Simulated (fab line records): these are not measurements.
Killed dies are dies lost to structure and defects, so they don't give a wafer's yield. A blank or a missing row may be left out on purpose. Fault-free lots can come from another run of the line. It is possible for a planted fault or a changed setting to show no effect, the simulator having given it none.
2 desks looking at one fault || flow nand_harc || each desk has only its own numbers; what lay behind them comes last

THE TOOL OWNER'S DESK: rie_diel-09
The tool's own readings at NHARC_A_SGD_CUT_ETCH_58 (etches the open film in CF4, target depth 39 nm, time 65 s): means of the sampled wafers that have a number, for each lot that ran on this tool. A lot is out of limits, marked OUT, if its mean lies more than 4 standard deviations from the usual mean; the brackets give that distance.
Columns: A = drypump_motor_current_A at NHARC_A_SGD_CUT_ETCH_58, usual 5.8 A; B = mfc_ar_sccm at NHARC_A_SGD_CUT_ETCH_58, usual 0.005 sccm; C = oes_product_au at NHARC_A_SGD_CUT_ETCH_58, usual 1.001 a.u.; D = rf_vpp_V at NHARC_A_SGD_CUT_ETCH_58, usual 151.0 V; E = run_length_s at NHARC_A_SGD_CUT_ETCH_58, usual 86.1 s; F = showerhead_plenum_p_Torr at NHARC_A_SGD_CUT_ETCH_58, usual 1.76 Torr; G = throttle_valve_pct at NHARC_A_SGD_CUT_ETCH_58, usual 13.283 %
{"lot": "L856", "first seen here": "day 20 16:47", "A": 6.0, "B": 0.000, "C": 1.001, "D": 151.9, "E": 85.8, "F": 1.83, "G": 13.282}
{"lot": "L866", "first seen here": "day 24 20:21", "A": 6.1, "B": 0.003, "C": 0.999, "D": 151.3, "E": "98.9 (+29) OUT", "F": 1.79, "G": 13.285}
{"lot": "L865", "first seen here": "day 25 07:49", "A": 6.1, "B": 0.000, "C": 1.002, "D": 152.4, "E": "98.8 (+28) OUT", "F": 1.82, "G": 13.286}
{"lot": "L874", "first seen here": "day 28 08:25", "A": 6.2, "B": 0.006, "C": 0.994, "D": 151.1, "E": 85.8, "F": 1.76, "G": 13.279}
This desk finds L865, L866 out of limits, L866 being first, at day 24 20:21 (run_length_s at NHARC_A_SGD_CUT_ETCH_58). L856, L874 stayed within limits.

FROM THE METROLOGY DESK
What the gauges read for every lot (on any tool): the sampled wafers with a number, averaged. A lot is out of limits, marked OUT, if its mean lies more than 4 standard deviations from the usual mean; the brackets give that distance.
Columns: A = thk_nm at NHARC_A_SGD_CUT_THK_MEAS_22, usual 147.8 nm
{"lot": "L852", "first seen here": "day 19 05:02", "A": 149.6}
{"lot": "L853", "first seen here": "day 19 21:31", "A": 147.7}
{"lot": "L855", "first seen here": "day 20 22:34", "A": 147.3}
{"lot": "L856", "first seen here": "day 20 22:35", "A": 148.3}
{"lot": "L866", "first seen here": "day 25 02:16", "A": 147.1}
{"lot": "L865", "first seen here": "day 25 17:47", "A": 150.1}
{"lot": "L869", "first seen here": "day 27 01:02", "A": 146.0}
{"lot": "L870", "first seen here": "day 27 01:11", "A": 147.8}
{"lot": "L871", "first seen here": "day 27 18:10", "A": 148.0}
{"lot": "L872", "first seen here": "day 27 18:20", "A": 148.4}
{"lot": "L874", "first seen here": "day 28 14:40", "A": 148.9}
Finding of this desk: none of the 11 lots has anything out of limits.

PUT TOGETHER
The tool owner's desk had the chance to raise an alarm at day 24 20:21 on L865, L866.
At the metrology desk, nothing out of limits was observed.
The metrology desk holds a record of L865, L866, inside its limits.
All the named lots went through NHARC_A_SGD_CUT_ETCH_58 on rie_diel-09.

WHAT THE SIMULATOR HAD INSERTED
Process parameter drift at NHARC_A_SGD_CUT_ETCH_58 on rie_diel-09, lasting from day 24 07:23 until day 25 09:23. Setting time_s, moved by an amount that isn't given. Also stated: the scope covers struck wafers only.
Struck lots among those shown: L865, L866.
Hours from the fault's start to each desk's first reading out of limits: the tool owner's desk, 13.
